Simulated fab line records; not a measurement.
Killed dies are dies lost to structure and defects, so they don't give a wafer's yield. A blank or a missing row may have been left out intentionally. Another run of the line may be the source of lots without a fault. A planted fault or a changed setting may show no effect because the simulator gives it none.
Which tool did it?    flow nand_harc    66 wafers sampled from 22 lots at 1 step of a route of 1302

## WHAT THE GAUGES SHOWED, per wafer
NHARC_A_CHANNEL_HOLE_D2_INSPECT_40. Usual: 280 for raw_defect_count, sd 70.
lot   measured      on                 raw_defect_count  flag
L074  day 12 15:43  defect_inspect-01  240 308 310       
L075  day 12 16:47  defect_inspect-01  285 266 371       
L076  day 13 16:13  defect_inspect-02  260 358 223       
L078  day 14 00:23  defect_inspect-02  278 360 357       
L079  day 14 10:38  defect_inspect-02  312 229 333       
L077  day 14 21:53  defect_inspect-01  275 272 234       
L080  day 14 22:02  defect_inspect-01  283 292 254       
L081  day 16 07:42  defect_inspect-02  271 317 268       
L082  day 16 11:54  defect_inspect-01  286 175 293       
L083  day 16 16:23  defect_inspect-02  368 294 251       
L087  day 17 19:14  defect_inspect-01  223 256 247       
L086  day 17 21:07  defect_inspect-02  203 315 225       
L088  day 18 07:59  defect_inspect-02  216 285 176       
L089  day 18 08:20  defect_inspect-01  296 225 227       
L090  day 18 21:50  defect_inspect-01  227 177 226       
L091  day 19 11:43  defect_inspect-01  262 222 268       
L092  day 19 13:52  defect_inspect-01  189 247 246       
L094  day 20 16:07  defect_inspect-02  247 335 286       
L093  day 20 19:00  defect_inspect-02  442 265 232       
L096  day 21 12:40  defect_inspect-01  304 248 329       
L095  day 21 12:42  defect_inspect-02  553 368 430       
L097  day 22 02:05  defect_inspect-02  291 271 374       

## TOOL THAT RAN EACH LOT (tool first, then ch and the chambers of the sampled wafers, then the start)
No process step before these readings appears in the record.

## AS READ BY THE TOOLS THEMSELVES (means over the sampled wafers that have a number; for cases with no such wafer, the mark the record gives instead)
The record holds no such reading with a usual standard deviation.

## THE ANSWER, worked out from the rows above alone
Rule: a lot counts as off when the mean over its wafers that have a number is more than 3 standard deviations away from the usual mean. A lot without any number at a reading at which 4 lots or more have one is off too. All remaining lots with rows at the step are treated as sound. Order of review: gauges by route order, followed by the tools' own readings, for which a lot's mean as printed above is used. At the first step where some lot is off, the reading lying furthest off is the one used; lots without a number count as furthest.
Nothing can be told from this: no lot is off at any reading shown.

## WHAT THE SIMULATOR HAD INSERTED
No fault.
